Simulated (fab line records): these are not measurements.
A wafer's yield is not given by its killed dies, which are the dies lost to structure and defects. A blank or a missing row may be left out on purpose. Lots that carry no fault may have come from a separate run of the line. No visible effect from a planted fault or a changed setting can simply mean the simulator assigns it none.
Chamber matching / flow n5Finfet / N5_MOL_CONTACT_COAG_STRIP_96 on rieDiel-01 has 4 sister chambers
The step strips in N2/H2. 8 wafers are shown with their chamber, then 7 later ones without.

## WAFERS, EACH WITH ITS CHAMBER
wafer=L075.3; chamber=1; oesProductAu (a.u.)=0.73; throttleValvePct (%)=18.4
wafer=L076.5; chamber=1; oesProductAu (a.u.)=0.73; throttleValvePct (%)=18.3
wafer=L078.6; chamber=2; oesProductAu (a.u.)=0.71; throttleValvePct (%)=19.4
wafer=L085.1; chamber=0; oesProductAu (a.u.)=0.92; throttleValvePct (%)=18.9
wafer=L085.2; chamber=2; oesProductAu (a.u.)=0.69; throttleValvePct (%)=19.4
wafer=L085.6; chamber=3; oesProductAu (a.u.)=0.69; throttleValvePct (%)=19.3
wafer=L086.2; chamber=0; oesProductAu (a.u.)=0.92; throttleValvePct (%)=18.9
wafer=L086.3; chamber=3; oesProductAu (a.u.)=0.70; throttleValvePct (%)=19.3

## WAFERS MISSING THEIR CHAMBER
wafer=L086.6; oesProductAu (a.u.)=0.69; throttleValvePct (%)=19.3
wafer=L096.1; oesProductAu (a.u.)=0.94; throttleValvePct (%)=19.0
wafer=L096.2; oesProductAu (a.u.)=0.68; throttleValvePct (%)=18.4
wafer=L096.3; oesProductAu (a.u.)=0.69; throttleValvePct (%)=19.4
wafer=L096.4; oesProductAu (a.u.)=0.88; throttleValvePct (%)=18.9
wafer=L096.5; oesProductAu (a.u.)=0.89; throttleValvePct (%)=18.9
wafer=L096.6; oesProductAu (a.u.)=0.67; throttleValvePct (%)=19.3

## WHICH CHAMBER EACH WENT THROUGH
wafer=L086.6; from the rows above=3; in truth=3
wafer=L096.1; from the rows above=0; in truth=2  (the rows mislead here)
wafer=L096.2; from the rows above=1; in truth=1
wafer=L096.3; from the rows above=can't be placed: 2 or 3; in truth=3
wafer=L096.4; from the rows above=0; in truth=0
wafer=L096.5; from the rows above=0; in truth=0
wafer=L096.6; from the rows above=can't be placed: 3 or 2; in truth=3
Correct placement for 4 of the 7. Unplaceable from these rows: 2, with the true chamber sitting among the candidates in 2. Number placed wrongly: 1.
How it was worked out, from the rows above alone: a wafer's distance from a chamber is the root of the sum, over the readings, of the square of ((its reading less the chamber's mean) divided by the reading's scatter). If the next closest chamber is less than 2 further off than the closest, the wafer can't be placed; otherwise it belongs to the closest. Each chamber's mean is taken over the wafers shown for it. The scatter: take each reading less its chamber's mean, square it, sum over the shown wafers, divide by the number of wafers less the number of chambers, and take the root.
